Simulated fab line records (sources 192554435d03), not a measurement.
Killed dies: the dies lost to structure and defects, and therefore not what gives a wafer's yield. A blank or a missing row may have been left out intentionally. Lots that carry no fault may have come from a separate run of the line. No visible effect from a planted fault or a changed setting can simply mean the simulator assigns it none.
Comparing a struck lot with a sound one | flow n5_finfet | 16 steps out of a route of 1938
Sound: the wafers L689.1, L689.2, L689.4. Wafers struck: L680.3, L680.4, L680.6. The cause comes at the end.
Order at every step that has rows: each side's tool, ch and its chambers, its first start. Under that, the readings that differ: sound wafers | struck wafers | difference of the means | sigmas: that difference in standard deviations of wafers without a fault.
alike: readings with means less than 2 such deviations apart, plus words and numbers identical on both sides. not compared: withheld readings, readings lacking a value on some wafer, bounds such as >300 that could conceal the same value, and numbers that have no deviation in the record and whose values overlap.
Wherever a step has rows on one side only, a row that says differs or no value, or a row with sigmas, the two part there. Numbers that have no deviation but don't overlap get no sigmas and don't part them. Lack of a reading on every wafer of one side parts them only where that side has two or more wafers.

N5_WELL_APT_CD_MEAS_25: the cd target is 200 nm.
  sound on cd_sem-02 ch 0, day 6 09:05; struck on cd_sem-02 ch 0, day 4 02:52
  alike: cd_nm
N5_WELL_APT_OVL_MEAS_26:
  sound on overlay-02 ch 0, day 6 09:07; struck on overlay-02 ch 0, day 4 02:53
  alike: PWELL_OVL
N5_WELL_APT_INSPECT_27: inspects for defects (macro).
  sound on defect_inspect-02, day 6 09:08; struck on defect_inspect-02, day 4 02:55
  alike: raw_defect_count
N5_WELL_APT_DESCUM_30: chemistry O2, time 7.9 s.
  sound on rie_diel-02 ch 0,1,3, day 6 09:10; struck on rie_diel-05 ch 1,2, day 4 03:35
  reading                         | sound             | struck            | difference | sigmas
  rf_vpp_V (V)                    | 246.1 246.4 244.1 | 240.3 241.5 241.5 | -4.4       | -3
  showerhead_plenum_p_Torr (Torr) | 2.21 2.23 2.17    | 1.93 1.98 1.93    | -0.26      | -3
  throttle_valve_pct (%)          | 20.29 20.12 20.19 | 20.45 20.68 20.46 | +0.33      | +2
  alike: drypump_motor_current_A, oes_product_au
  not compared: rf_hours_counter_h
then, 3 steps without rows for these wafers: N5_WELL_APT_IMPLANT_31; N5_WELL_APT_IMPLANT_32; N5_WELL_APT_STRIP_33 (strips in SPM, time 900 s).
N5_WELL_APT_RTA_34: time 10 s.
  sound on rtp_anneal-01 ch 0, day 6 09:57; struck on rtp_anneal-01 ch 0, day 4 04:27
  alike: lamp_power_pct, lamp_zone_1_pct, lamp_zone_3_pct, lamp_zone_4_pct, wafer_temp_C_max
then, 4 steps without rows for these wafers: N5_WELL_APT_OXIDE_STRIP_42 (strips SiO2 in dHF, time 45 s, target depth 12 nm); N5_WELL_APT_PRECLEAN_36 (cleans in O3/DIW, time 45 s); N5_WELL_APT_PRECLEAN_39 (cleans in dHF, time 60 s); N5_WELL_APT_SRD_37 (time 30 s).
N5_WELL_APT_EPI_41: deposits Si from SiH4/H2, target thk 50 nm, time 297.7 s.
  sound on epi_rpcvd-01 ch 0, day 6 10:11; struck on epi_rpcvd-02, day 4 04:52
  no value came back on the struck wafers for chamber_pressure_Torr (Torr), lamp_inner_pct (%), throttle_valve_pct (%), time_s (s); on the sound wafers chamber_pressure_Torr (Torr) reads 20.01 20.04 20.01
N5_WELL_APT_INSPECT_38: inspects for defects (darkfield).
  sound on defect_inspect-01, day 6 10:50; struck on defect_inspect-02, day 4 05:19
  alike: raw_defect_count
N5_BEOL_M4_RC_MEAS_101:
  the record has rows for the sound wafers here (prober-01 ch 0, day 13 17:16) and none for the struck ones
-- a jump in the record: the struck wafers' starts before and after are 12 days apart (it breaks off in module BEOL_M4 and resumes in module PASSIVATION, where the first step shown is number 1936 of the route) --
N5_PASSIVATION_PROBE_49:
  record: rows for the struck wafers here (prober-01, day 16 01:33), none for the sound ones

WHERE THEY PART
Earliest at N5_WELL_APT_DESCUM_30; latest, in this record, at N5_PASSIVATION_PROBE_49.

WHY: what the simulator had put in
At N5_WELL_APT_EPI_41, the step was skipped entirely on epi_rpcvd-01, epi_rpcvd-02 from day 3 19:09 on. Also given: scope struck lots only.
